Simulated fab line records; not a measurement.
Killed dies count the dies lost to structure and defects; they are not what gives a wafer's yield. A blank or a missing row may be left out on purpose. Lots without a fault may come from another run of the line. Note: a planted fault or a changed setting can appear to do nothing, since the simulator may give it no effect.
fab line records -- flow nandHarc
[record] lots = 11, wafers = 33, lastDay = 33
route steps=1302 shown A_CHANNEL_HOLE_D2@593 END@1302
lots that met no fault: from a run of the same line without faults
startH: start of the lot's first displayed wafer, in hours after the record's first day -- waitH: hours elapsed since this lot's preceding step -- " the same as in the row above -- L1.1+2: a row that stands for several wafers -- - no value, or no start given -- * or withheld: withheld -- < > ~ a bound
route shown NAME@n: NAME is a module with steps in the file, n the number in the route of the first one -- usual: mean/standard deviation of fault-free wafers -- same: alike in all rows -- chamber/n: place in a boat -- sites: readings site by site -- _std_site: the values' standard deviation -- _edge_site: outer sites' mean less inner sites' -- radiusMm: for every site, how far away it sits from the centre of the wafer -- mask NAME#n: copy n -- behind: the last tool/chamber to shape the wafer -- hold: reason for holding the lot/hours on hold/outcome of the hold -- device: whichever transistor did not switch (one of n, p or np) -- end of line: tests run on the same wafers once the route is complete -- where a step has no rows: the recipe by itself -- killed: dies that structure and defects cost at the first sort, which is not the same as the wafer's yield -- map: per-die view of a wafer (x killed, . not killed, _ where there is no die)
set.NAME: setting as actually run; set.NAME@STEP: the setting as run at that earlier step -- model.NAME: the simulator's own value behind a step, which no gauge read
one table for each step of the route and one row for each wafer, over a sample of lots
services: when a tool's chamber went out of use (startH, in hours from the record's first day, below 0 if earlier), for how many hours, and the reason
[[steps]]
[step NHARC_A_CHANNEL_HOLE_D2_ETCH_21]
[recipe] biasV = 3000, sourceW = withheld, pressureMtorr = 20, timeS = 514.3, arFlowSccm = 375, c4f8FlowSccm = 89.3, o2FlowSccm = 35.7, tempC = -20, targetDepthA = 16000, chemistry = C4F8/O2/Ar
[usual] drypumpMotorCurrentA = 5.5/0.49, showerheadPlenumPTorr = 3.69/0.094, throttleValvePct = 32.155/0.0092
lot.wafer,tool,chamber,startH,waitH,drypumpMotorCurrentA,rfHoursCounterH,showerheadPlenumPTorr,throttleValvePct
L572.1,harEtch-01,1,301.07,0.3,6.1,157,3.67,32.159
L572.6,harEtch-01,0,301.07,0.3,5.7,-,3.69,32.162
L572.5,harEtch-01,1,301.07,0.3,6.1,-,3.67,32.154
L573.2,harEtch-01,0,311.96,0.3,5.7,161,3.69,32.157
L573.3,harEtch-01,0,311.96,0.3,5.7,-,3.69,32.148
L573.4,harEtch-01,1,311.96,0.3,6.1,-,3.66,32.156
L574.2,harEtch-02,0,329.96,0.3,4.8,371,3.62,32.142
L574.5,harEtch-02,1,329.96,0.3,5.2,-,3.72,32.158
L574.6,harEtch-02,0,329.96,0.3,4.8,-,3.62,32.157
L578.1,harEtch-01,0,363.39,0.3,5.7,191,3.68,32.152
L578.2,harEtch-01,1,363.39,0.3,6.0,191,3.65,32.167
L578.3,harEtch-01,1,363.39,0.3,6.1,-,3.65,32.153
L580.1,harEtch-01,0,384.71,0.3,5.7,207,3.67,32.144
L580.4,harEtch-01,0,384.71,0.3,5.7,-,3.67,32.147
L580.6,harEtch-01,1,384.71,0.3,6.1,-,3.64,32.153
L581.2,harEtch-01,0,393.41,0.3,5.7,211,3.67,32.175
L581.3,harEtch-01,0,393.41,0.3,5.7,-,3.67,32.142
L581.6,harEtch-01,0,393.41,0.3,5.7,-,3.67,32.151
L582.2,harEtch-01,0,401.65,0.3,5.7,218,3.66,32.159
L582.4,harEtch-01,0,401.65,0.3,5.7,-,3.66,32.169
L582.3,harEtch-01,1,401.65,0.3,6.1,-,3.63,32.158
L584.2,harEtch-01,0,409.71,0.3,5.7,226,3.66,32.165
L584.4,harEtch-01,0,409.71,0.3,5.7,-,3.66,32.157
L584.5,harEtch-01,1,409.71,0.3,6.1,-,3.63,32.144
L583.1,harEtch-02,0,411.74,0.3,4.8,12,3.93,32.135
L583.4,harEtch-02,1,411.74,0.3,5.1,-,3.70,32.158
L583.6,harEtch-02,1,411.74,0.3,5.2,-,3.70,32.152
L592.2,harEtch-01,1,509.12,0.3,6.1,279,3.60,32.170
L592.6,harEtch-01,0,509.12,0.3,5.7,-,3.63,32.167
L592.5,harEtch-01,1,509.12,0.3,6.1,-,3.60,32.154
L594.1,harEtch-02,1,515.45,0.3,5.1,69,3.67,32.159
L594.4,harEtch-02,0,515.45,0.3,4.8,-,3.89,32.155
L594.5,harEtch-02,1,515.45,0.3,5.1,-,3.67,32.142
[step NHARC_A_CHANNEL_HOLE_D2_ETCH_23]
[recipe] biasV = 5000, sourceW = withheld, pressureMtorr = 20, timeS = 819, arFlowSccm = 375, c4f8FlowSccm = 89.3, o2FlowSccm = 35.7, tempC = -20, targetDepthA = 16000, chemistry = C4F8/O2/Ar
[usual] drypumpMotorCurrentA = 5.5/0.49, showerheadPlenumPTorr = 3.69/0.094, throttleValvePct = 32.155/0.0091
lot.wafer,tool,chamber,startH,waitH,drypumpMotorCurrentA,rfHoursCounterH,showerheadPlenumPTorr,throttleValvePct
L572.1,harEtch-01,1,302.12,0.5,6.1,158,3.67,32.138
L572.6,harEtch-01,0,302.12,0.5,5.7,-,3.69,32.151
L572.5,harEtch-01,1,302.12,0.5,6.1,-,3.67,32.154
L573.2,harEtch-01,0,312.97,0.5,5.7,162,3.69,32.146
L573.3,harEtch-01,0,312.97,0.5,5.7,-,3.69,32.166
L573.4,harEtch-01,1,312.97,0.5,6.1,-,3.66,32.143
L574.2,harEtch-02,0,331.03,0.5,4.8,372,3.62,32.167
L574.5,harEtch-02,1,331.03,0.5,5.1,-,3.72,32.160
L574.6,harEtch-02,0,331.03,0.5,4.8,-,3.62,32.140
L578.1,harEtch-01,0,364.40,0.5,5.7,192,3.68,32.161
L578.2,harEtch-01,1,364.40,0.5,6.1,192,3.65,32.145
L578.3,harEtch-01,1,364.40,0.5,6.1,-,3.65,32.151
L580.1,harEtch-01,0,385.73,0.5,5.7,208,3.67,32.154
L580.4,harEtch-01,0,385.73,0.5,5.7,-,3.67,32.149
L580.6,harEtch-01,1,385.73,0.5,6.0,-,3.64,32.157
L581.2,harEtch-01,0,394.46,0.5,5.7,212,3.67,32.144
L581.3,harEtch-01,0,394.46,0.5,5.7,-,3.66,32.160
L581.6,harEtch-01,0,394.46,0.5,5.7,-,3.67,32.155
L582.2,harEtch-01,0,402.66,0.5,5.7,219,3.66,32.151
L582.4,harEtch-01,0,402.66,0.5,5.7,-,3.66,32.172
L582.3,harEtch-01,1,402.66,0.5,6.1,-,3.63,32.149
L584.2,harEtch-01,0,410.75,0.5,5.7,227,3.66,32.141
L584.4,harEtch-01,0,410.75,0.5,5.7,-,3.66,32.142
L584.5,harEtch-01,1,410.75,0.5,6.1,-,3.63,32.154
L583.1,harEtch-02,0,412.77,0.5,4.8,13,3.93,32.173
L583.4,harEtch-02,1,412.77,0.5,5.2,-,3.70,32.167
L583.6,harEtch-02,1,412.77,0.5,5.2,-,3.70,32.152
L592.2,harEtch-01,1,510.17,0.5,6.1,280,3.60,32.156
L592.6,harEtch-01,0,510.17,0.5,5.7,-,3.63,32.150
L592.5,harEtch-01,1,510.17,0.5,6.1,-,3.60,32.161
L594.1,harEtch-02,1,516.50,0.5,5.2,70,3.67,32.171
L594.4,harEtch-02,0,516.50,0.5,4.8,-,3.89,32.159
L594.5,harEtch-02,1,516.50,0.5,5.2,-,3.67,32.148
[step NHARC_A_CHANNEL_HOLE_D2_ETCH_25]
[recipe] biasV = 5000, sourceW = withheld, pressureMtorr = 20, timeS = 1040.2, arFlowSccm = 375, c4f8FlowSccm = 93.8, o2FlowSccm = 31.2, tempC = -20, targetDepthA = 15000, chemistry = C4F8/O2/Ar
[usual] drypumpMotorCurrentA = 5.5/0.49, showerheadPlenumPTorr = 3.69/0.094, throttleValvePct = 32.235/0.0097
lot.wafer,tool,chamber,startH,waitH,drypumpMotorCurrentA,rfHoursCounterH,showerheadPlenumPTorr,throttleValvePct
L572.1,harEtch-01,1,303.62,0.7,6.1,160,3.66,32.234
L572.6,harEtch-01,0,303.62,0.7,5.7,-,3.69,32.235
L572.5,harEtch-01,1,303.62,0.7,6.1,-,3.66,32.238
L573.2,harEtch-01,0,314.42,0.6,5.7,164,3.69,32.262
L573.3,harEtch-01,0,314.42,0.6,5.7,-,3.69,32.242
L573.4,harEtch-01,1,314.42,0.6,6.1,-,3.66,32.253
L574.2,harEtch-02,0,332.53,0.7,4.8,374,3.61,32.232
L574.5,harEtch-02,1,332.53,0.7,5.2,-,3.72,32.241
L574.6,harEtch-02,0,332.53,0.7,4.8,-,3.61,32.228
L578.1,harEtch-01,0,365.87,0.6,5.8,194,3.67,32.242
L578.2,harEtch-01,1,365.87,0.6,6.1,194,3.64,32.237
L578.3,harEtch-01,1,365.87,0.6,6.1,-,3.64,32.232
L580.1,harEtch-01,0,387.19,0.6,5.7,209,3.66,32.234
L580.4,harEtch-01,0,387.19,0.6,5.7,-,3.66,32.227
L580.6,harEtch-01,1,387.19,0.6,6.0,-,3.63,32.208
L581.2,harEtch-01,0,395.94,0.7,5.7,213,3.66,32.252
L581.3,harEtch-01,0,395.94,0.7,5.7,-,3.66,32.236
L581.6,harEtch-01,0,395.94,0.7,5.7,-,3.66,32.231
L582.2,harEtch-01,0,404.11,0.6,5.7,221,3.66,32.236
L582.4,harEtch-01,0,404.11,0.6,5.7,-,3.66,32.231
L582.3,harEtch-01,1,404.11,0.6,6.1,-,3.63,32.230
L584.2,harEtch-01,0,412.25,0.7,5.7,228,3.65,32.232
L584.4,harEtch-01,0,412.25,0.7,5.7,-,3.65,32.221
L584.5,harEtch-01,1,412.25,0.7,6.1,-,3.62,32.229
L583.1,harEtch-02,0,414.23,0.6,4.8,14,3.92,32.237
L583.4,harEtch-02,1,414.23,0.6,5.1,-,3.70,32.241
L583.6,harEtch-02,1,414.23,0.6,5.1,-,3.70,32.239
L592.2,harEtch-01,1,511.64,0.7,6.1,282,3.60,32.236
L592.6,harEtch-01,0,511.64,0.7,5.7,-,3.62,32.229
L592.5,harEtch-01,1,511.64,0.7,6.1,-,3.60,32.226
L594.1,harEtch-02,1,517.98,0.7,5.2,72,3.67,32.231
L594.4,harEtch-02,0,517.98,0.7,4.8,-,3.89,32.245
L594.5,harEtch-02,1,517.98,0.7,5.2,-,3.67,32.237
[step NHARC_A_CHANNEL_HOLE_D2_ETCH_26]
[recipe] biasV = 300, sourceW = 2000, pressureMtorr = 30, timeS = 224.1, arFlowSccm = 375, c4f8FlowSccm = 11.4, o2FlowSccm = 113.6, tempC = -20, targetDepthA = 3000, chemistry = C4F8/O2/Ar
[usual] drypumpMotorCurrentA = 5.5/0.5, showerheadPlenumPTorr = 3.74/0.099, throttleValvePct = 24.585/0.0098
lot.wafer,tool,chamber,startH,waitH,drypumpMotorCurrentA,rfHoursCounterH,showerheadPlenumPTorr,throttleValvePct
L572.1,harEtch-01,1,304.39,0.6,6.1,160,3.71,24.593
L572.6,harEtch-01,0,304.39,0.6,5.7,-,3.74,24.580
L572.5,harEtch-01,1,304.39,0.6,6.1,-,3.71,24.583
L573.2,harEtch-01,0,315.30,0.7,5.7,164,3.74,24.593
L573.3,harEtch-01,0,315.30,0.7,5.7,-,3.74,24.591
L573.4,harEtch-01,1,315.30,0.7,6.1,-,3.71,24.590
L574.2,harEtch-02,0,333.29,0.6,4.8,374,3.66,24.572
L574.5,harEtch-02,1,333.29,0.6,5.1,-,3.77,24.580
L574.6,harEtch-02,0,333.29,0.6,4.8,-,3.66,24.573
L578.1,harEtch-01,0,366.75,0.7,5.7,195,3.72,24.585
L578.2,harEtch-01,1,366.75,0.7,6.1,195,3.69,24.582
L578.3,harEtch-01,1,366.75,0.7,6.1,-,3.69,24.605
L580.1,harEtch-01,0,388.07,0.7,5.7,210,3.71,24.584
L580.4,harEtch-01,0,388.07,0.7,5.7,-,3.71,24.601
L580.6,harEtch-01,1,388.07,0.7,6.0,-,3.68,24.595
L581.2,harEtch-01,0,396.71,0.6,5.7,214,3.71,24.586
L581.3,harEtch-01,0,396.71,0.6,5.7,-,3.71,24.579
L581.6,harEtch-01,0,396.71,0.6,5.7,-,3.71,24.591
L582.2,harEtch-01,0,404.99,0.7,5.7,222,3.70,24.582
L582.4,harEtch-01,0,404.99,0.7,5.7,-,3.70,24.587
L582.3,harEtch-01,1,404.99,0.7,6.1,-,3.67,24.554
L584.2,harEtch-01,0,413.02,0.6,5.7,229,3.70,24.601
L584.4,harEtch-01,0,413.02,0.6,5.7,-,3.70,24.573
L584.5,harEtch-01,1,413.02,0.6,6.1,-,3.67,24.604
L583.1,harEtch-02,0,415.11,0.7,4.8,15,3.98,24.602
L583.4,harEtch-02,1,415.11,0.7,5.2,-,3.75,24.581
L583.6,harEtch-02,1,415.11,0.7,5.1,-,3.75,24.576
L592.2,harEtch-01,1,512.40,0.6,6.1,283,3.64,24.590
L592.6,harEtch-01,0,512.40,0.6,5.7,-,3.67,24.574
L592.5,harEtch-01,1,512.40,0.6,6.1,-,3.64,24.582
L594.1,harEtch-02,1,518.75,0.6,5.1,72,3.72,24.585
L594.4,harEtch-02,0,518.75,0.6,4.8,-,3.95,24.567
L594.5,harEtch-02,1,518.75,0.6,5.2,-,3.72,24.584
[step NHARC_A_CHANNEL_HOLE_D2_INSPECT_40]
[usual] rawDefectCount = 273/69
lot.wafer,tool,chamber,startH,waitH,rawDefectCount
L572.1,defectInspect-02,-,306.30,-,248
L572.5,defectInspect-02,-,306.30,-,319
L572.6,defectInspect-02,-,306.30,-,203
L573.2,defectInspect-01,-,317.23,-,184
L573.3,defectInspect-01,-,317.23,-,219
L573.4,defectInspect-01,-,317.23,-,295
L574.2,defectInspect-01,-,335.18,-,349
L574.5,defectInspect-01,-,335.18,-,343
L574.6,defectInspect-01,-,335.18,-,303
L578.1,defectInspect-02,-,368.68,-,318
L578.2,defectInspect-02,-,368.68,-,222
L578.3,defectInspect-02,-,368.68,-,412
L580.1,defectInspect-01,-,389.98,-,293
L580.4,defectInspect-01,-,389.98,-,242
L580.6,defectInspect-01,-,389.98,-,247
L581.2,defectInspect-01,-,398.61,-,250
L581.3,defectInspect-01,-,398.61,-,293
L581.6,defectInspect-01,-,398.61,-,205
L582.2,defectInspect-01,-,406.92,-,968
L582.3,defectInspect-01,-,406.92,-,933
L582.4,defectInspect-01,-,406.92,-,919
L584.2,defectInspect-01,-,414.91,-,772
L584.4,defectInspect-01,-,414.91,-,820
L584.5,defectInspect-01,-,414.91,-,774
L583.1,defectInspect-02,-,417.04,-,181
L583.4,defectInspect-02,-,417.04,-,261
L583.6,defectInspect-02,-,417.04,-,167
L592.2,defectInspect-02,-,514.45,-,187
L592.5,defectInspect-02,-,514.45,-,265
L592.6,defectInspect-02,-,514.45,-,229
L594.1,defectInspect-02,-,521.14,-,207
L594.4,defectInspect-02,-,521.14,-,209
L594.5,defectInspect-02,-,521.14,-,205
[step NHARC_END_SORT_01]
[recipe] tempC = 25
[usual] killedAtArray = 62/15, killedAtOther = 0.8/1, killedAtPeriphery = 3.7/2.6, killedDies = 66/15, killedOpen = 3.1/1.8, killedShort = 2.6/1.7
[same] grossDies = 677
lot.wafer,tool,chamber,startH,waitH,killedAtArray,killedAtOther,killedAtPeriphery,killedDies,killedOpen,killedShort
L584.2,prober-02,0,675.39,2.8,145,0,8,153,4,1
L584.4,prober-02,0,676.98,3.4,150,0,5,155,2,1
L584.5,prober-02,0,677.77,3.7,155,0,4,159,2,2
L582.2,prober-01,0,683.11,2.8,130,0,2,132,1,3
L582.3,prober-01,0,683.92,3.1,119,0,3,122,0,3
L582.4,prober-01,0,684.72,3.4,120,0,1,121,1,2
// killed by level:class
L584.2 A_CHANNEL_HOLE_D2:unspecified=77 A_SLIT:chamberFilmFlake=32 A_CHANNEL_HOLE_D1:chamberFilmFlake=29 A_DECK1_JOINT:chamberFilmFlake=3 P_M0:geometricParticle:open=2 P_GATE:chamberFilmFlake=2 P_GATE:geometricParticle:open=1 P_CONTACT:geometricParticle:open=1
L584.4 A_CHANNEL_HOLE_D2:unspecified=79 A_CHANNEL_HOLE_D1:chamberFilmFlake=33 A_SLIT:chamberFilmFlake=27 A_CHANNEL_HOLE_D2:chamberFilmFlake=5 A_CONTACT:chamberFilmFlake=3 P_GATE:chamberFilmFlake=2 P_GATE:geometricParticle:open=1 A_CHANNEL_FILL_D1:geometricParticle:short=1
L584.5 A_CHANNEL_HOLE_D2:unspecified=77 A_CHANNEL_HOLE_D1:chamberFilmFlake=35 A_SLIT:chamberFilmFlake=34 A_CHANNEL_HOLE_D2:chamberFilmFlake=5 P_M2:chamberFilmFlake=2 P_CONTACT:geometricParticle:open=1 A_CHANNEL_HOLE_D1:geometricParticle:short=1 A_DECK1_JOINT:geometricParticle:short=1
L582.2 A_CHANNEL_HOLE_D2:unspecified=77 A_CHANNEL_HOLE_D1:chamberFilmFlake=34 A_CONTACT:chamberFilmFlake=4 A_M1:chamberFilmFlake=4 A_CHANNEL_FILL_D2:geometricParticle:short=2 A_CHANNEL_HOLE_D2:chamberFilmFlake=2 A_SLIT:chamberFilmFlake=2 A_WL_FILL:chamberFilmFlake=2
L582.3 A_CHANNEL_HOLE_D2:unspecified=75 A_CHANNEL_HOLE_D1:chamberFilmFlake=23 A_CONTACT:chamberFilmFlake=5 A_M1:chamberFilmFlake=5 A_CHANNEL_HOLE_D2:chamberFilmFlake=4 P_ZERO_WELL:chamberFilmFlake=2 A_CHANNEL_FILL_D1:chamberFilmFlake=2 A_WL_FILL:chamberFilmFlake=2
L582.4 A_CHANNEL_HOLE_D2:unspecified=68 A_CHANNEL_HOLE_D1:chamberFilmFlake=30 A_CONTACT:chamberFilmFlake=6 A_CHANNEL_HOLE_D2:chamberFilmFlake=5 A_M1:chamberFilmFlake=3 A_SLIT:chamberFilmFlake=2 A_WL_FILL:chamberFilmFlake=2 A_CHANNEL_FILL_D1:geometricParticle:short=1
[[services]]
tool,chamber,startH,hours,kind
harEtch-02,1,349.67,-,consumableReplace:focusRing
harEtch-02,1,349.67,17.0,scheduledDown
harEtch-02,1,349.67,17.0,ventCycle
harEtch-02,-,382.21,17.0,pm
harEtch-02,0,382.21,17.0,ventCycle
harEtch-02,1,382.21,17.0,ventCycle
harEtch-02,0,399.21,-,clean
harEtch-02,0,399.21,-,consumableReplace:focusRing
harEtch-02,0,399.21,-,consumableReplace:showerhead
harEtch-02,1,399.21,-,clean
harEtch-02,-,442.46,3.1,repair
[[key]]
[firstSign] step = NHARC_A_CHANNEL_HOLE_D2_INSPECT_40, reading = rawDefectCount, direction = up, sigmas = 8.6, usual = 273, struck = 864
[effect] step = NHARC_END_SORT_01, reading = killedAtArray, direction = up, sigmas = 4.9, usual = 62, struck = 136
[moreKillsBornAt] NHARC_A_CHANNEL_HOLE_D2_ETCH_21@harEtch-01 = 381
metAt NHARC_A_CHANNEL_HOLE_D2_ETCH_21
struckLots L582,L584
testerLeftOut L582,L584
notActingAt NHARC_A_CHANNEL_HOLE_D2_ETCH_23,NHARC_A_CHANNEL_HOLE_D2_ETCH_25,NHARC_A_CHANNEL_HOLE_D2_ETCH_26
onsetBetween 393.41 401.65
[fault] kind = chamberParticleSource, tool = harEtch-01, chamber = -, onsetH = 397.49, steps = NHARC_A_CHANNEL_HOLE_D2_ETCH_21, ratePerVisitCm2 = 0.84238, endH = 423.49
// testerLeftOut: of these lots the tester's yield and bins aren't shown, on N5 and GAA mostly nor the transistor test; their killed dies are dies lost to structure and defects alone, not to doping, threshold or leakage, so they don't give the yield
